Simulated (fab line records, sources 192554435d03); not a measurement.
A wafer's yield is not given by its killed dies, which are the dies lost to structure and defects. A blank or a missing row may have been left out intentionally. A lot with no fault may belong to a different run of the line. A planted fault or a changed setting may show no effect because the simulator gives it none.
Problem report, 8D (eight disciplines) form, completed by code	flow n5Finfet	the parts of the form that need people (team, actions taken, sign-off) are left out

1. PROBLEM STATEMENT
At N5_PASSIVATION_PROBE_49, killed_at_M4_up averages 340 over 6 wafers from 2 lots, while fault-free wafers read 13, standard deviation 5.3. Relative to the usual mean, that is a shift of +62 standard deviations.
Earliest sighting: wafer L861.3 on prober-02 at day 16 01:06. The record holds 30 wafers of 10 lots with a number at this step. The rule behind "out" and "out of limits": a value lying over 4 standard deviations away from the usual mean. Any other wafer with a number is counted as sound.

2. WHAT IT IS; WHAT IT IS NOT
question	is	is not
which readings at this step	killed_at_M4_up, defectLimitedYield, killedDies, sort_bin_5_function, sortNPass	killed_at_M0_to_M3, killedAtContacts, killedAtFrontEnd, killedAtOther, killedOpen, killedShort, sort_bin_6_memory, sort_bin_8_speed
which lots	L861, L863	L850, L853, L854, L857, L858, L859, L866, L869
which wafers of those lots	all that have a number	-
read on which tools	prober-01, prober-02	-
when	from day 16 01:06	up to then (15 sound wafers); but 9 sound wafers of L858, L866, L869 came after

3. THE SUSPECTS, EACH WITH WHAT RULES IT OUT
Counting: a tool at a process step up to the reading stays a suspect if it ran every lot that is out and no sound lot after the first of them.
- pvdSputter-01 at N5_BEOL_M10_SURFACE_TREAT_76: kept. It processed each lot that is out, first L861 at day 13 20:34, and no sound lot thereafter; up to then, the last sound lot it processed was L857 at day 12 18:37.
- pecvd-03 at N5_BEOL_M11_PECVD_70 (deposits SiO2 from TEOS/O2, target thk 20 nm, time 22.7 s): ruled out as a lasting fault. Sound lots L866 ran on it after its first lot that is out, L861 (day 13 22:31).
The count leaves pvdSputter-01 at N5_BEOL_M10_SURFACE_TREAT_76.

4. THE CAUSE (what the simulator had put in)
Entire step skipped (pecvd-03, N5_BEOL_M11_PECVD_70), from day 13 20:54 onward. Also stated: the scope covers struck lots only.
The count ruled it out by mistake, since the rule takes a fault to strike every lot its tool runs from the start of the fault on, and this one did not do so.

5. SEQUENCE OF EFFECTS, ordered by route
Each row: a reading whose mean over the struck wafers that have a number lies more than 3 standard deviations from the usual. Only readings for which the record gives a usual standard deviation are gone through. hours: the time from each lot's start at the first step in this table that gives one to its start at this step, as a median over the lots. sigmas: the change in usual standard deviations.
hours	step	reading	usual	on struck wafers	change	sigmas
0	N5_PASSIVATION_PROBE_49	defectLimitedYield	91.7 %	64.9	-26.8	-18
0	N5_PASSIVATION_PROBE_49	killed_at_M4_up	13	340	+327	+62
0	N5_PASSIVATION_PROBE_49	killedDies	98	415	+317	+19
0	N5_PASSIVATION_PROBE_49	killedOnRim	13	96	+83	+21
0	N5_PASSIVATION_PROBE_49	sort_bin_5_function	4.9 %	32.4	+27.5	+30
0	N5_PASSIVATION_PROBE_49	sortNPass	1082	765	-317	-19
The process steps in it:
- N5_PASSIVATION_PROBE_49
Readings that are blank on the struck wafers while sound wafers have them: chamberPressureTorr at N5_BEOL_M11_PECVD_70; heaterPowerOuterW at N5_BEOL_M11_PECVD_70; heaterPowerW at N5_BEOL_M11_PECVD_70; showerheadPlenumPTorr at N5_BEOL_M11_PECVD_70; susceptorTempC at N5_BEOL_M11_PECVD_70; throttleValvePct at N5_BEOL_M11_PECVD_70.

6. WHAT WOULD HAVE CAUGHT IT SOONER
In this record no reading fell out of limits until day 16 01:06, 52 hours after the fault had begun at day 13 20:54.
At N5_BEOL_M11_PECVD_70 the tool's readings are blank on the struck wafers, where sound wafers have them: an empty tool record is the first sign, and it was there at once.
